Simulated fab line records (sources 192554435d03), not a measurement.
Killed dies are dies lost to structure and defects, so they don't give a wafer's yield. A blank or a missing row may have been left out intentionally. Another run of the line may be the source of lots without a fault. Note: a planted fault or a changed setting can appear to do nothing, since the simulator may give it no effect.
Split-lot study	flow n5-finfet	39 wafers read from 7 lots, route of 1938 steps

== THE SPLIT ==
At N5_MOL_CONTACT_COAG_CONTACT_ETCH_14 (etches SiO2 in C4F6/O2, target depth 27.5 nm, overetch 8.5 nm, time 20 s), the setting source-w was moved away from the recipe's 370 W on 9 of the 39 wafers read, by -17.7% to +13.0%. For the rest of the wafers, this setting stayed at what the recipe calls for.

The reading is taken at the split's own step.

== THE READING ==
rf-vpp-V, in V, at N5_MOL_CONTACT_COAG_CONTACT_ETCH_14 (etches SiO2 in C4F6/O2, target depth 27.5 nm, overetch 8.5 nm, time 20 s). A value of 693 V with a standard deviation of 3.5 V is what fault-free wafers of this fab line usually give.

wafer	tool, chamber at the split	source-w as run, W	against the recipe	rf-vpp-V, V	against lot-mates on the recipe
L074.1	rie-diel-01, 2	370	recipe	698	-
L074.2	rie-diel-01, 0	370	recipe	693	-
L074.3	rie-diel-01, 3	370	recipe	699	-
L074.4	rie-diel-01, 1	370	recipe	692	-
L074.5	rie-diel-01, 2	370	recipe	698	-
L074.6	rie-diel-01, 1	370	recipe	691	-
L078.1	rie-diel-06, 1	370	recipe	693	-
L078.2	rie-diel-06, 0	370	recipe	694	-
L078.3	rie-diel-06, 2	370	recipe	690	-
L078.4	rie-diel-06, 3	370	recipe	692	-
L078.5	rie-diel-06, 1	370	recipe	693	-
L078.6	rie-diel-06, 0	370	recipe	698	-
L079.1	rie-diel-01, 0	370	recipe	691	-
L079.2	rie-diel-01, 2	418	+13.0%	676	-18
L079.3	rie-diel-01, 1	370	recipe	691	-
L079.4	rie-diel-01, 3	370	recipe	699	-
L079.5	rie-diel-01, 3	418	+13.0%	670	-24
L079.6	rie-diel-01, 2	418	+13.0%	675	-19
L083.1	rie-diel-01, 2	370	recipe	699	-
L083.2	rie-diel-01, 3	370	recipe	700	-
L083.3	rie-diel-01, 0	370	recipe	691	-
L083.4	rie-diel-01, 3	370	recipe	698	-
L083.5	rie-diel-01, 0	370	recipe	691	-
L083.6	rie-diel-01, 2	370	recipe	697	-
L087.1	rie-diel-06, 0	316.4	-14.5%	729	+38
L087.2	rie-diel-06, 1	370	recipe	692	-
L087.3	rie-diel-06, 2	316.4	-14.5%	720	+29
L087.4	rie-diel-06, 3	316.4	-14.5%	729	+38
L087.5	rie-diel-06, 2	370	recipe	689	-
L087.6	rie-diel-06, 3	370	recipe	691	-
L088.2	rie-diel-01, 2	370	recipe	698	-
L088.4	rie-diel-01, 0	370	recipe	692	-
L088.5	rie-diel-01, 0	370	recipe	692	-
L095.1	rie-diel-06, 0	370	recipe	695	-
L095.2	rie-diel-06, 3	370	recipe	691	-
L095.3	rie-diel-06, 2	304.6	-17.7%	728	+34
L095.4	rie-diel-06, 1	304.6	-17.7%	741	+47
L095.5	rie-diel-06, 1	304.6	-17.7%	739	+45
L095.6	rie-diel-06, 0	370	recipe	697	-

FIT RESULTS
A straight line over all 39 wafers: rf-vpp-V changes by -2.1 V for each +1% of source-w; r = -0.96; the points scatter about the line by 4.3 V.
The same after taking each lot's own level away (the mean of its wafers on the recipe; 39 wafers): -2.15 V for each +1%; r = -0.97; scatter 4.2 V.
Per that fit: largest source-w move, reading shift of 38 V.
The lots' own levels span 690.7 to 696.0 V, that is 1.5 times the standard deviation above.
The two slopes are in agreement: the lot-to-lot level therefore moves the slope only a little.
Check: with one of the wafers moved furthest among these (-17.7%) left out of the fit, the line predicts +40.2 V for it against its lot-mates. Against them it came out at +33.7 V.
Tool readings at the split's step, against how far the setting was moved: rf-vpp-V r = -0.96.

== THESE WAFERS: OTHER SPLITS ==
Before the reading, these wafers also passed through other splits. Each is held against what the fit with the lots' levels taken away leaves over:
other split on the same wafers	wafers away from the commonest value	r with rf-vpp-V (lot level and that fit taken away)
N5_DUMMY_GATE_ETCH_42 bias-w	15	+0.03

== THE FILE'S OWN FIT ==
rf-vpp-V changes by -2.19 V for each +1% of source-w, r = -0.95.
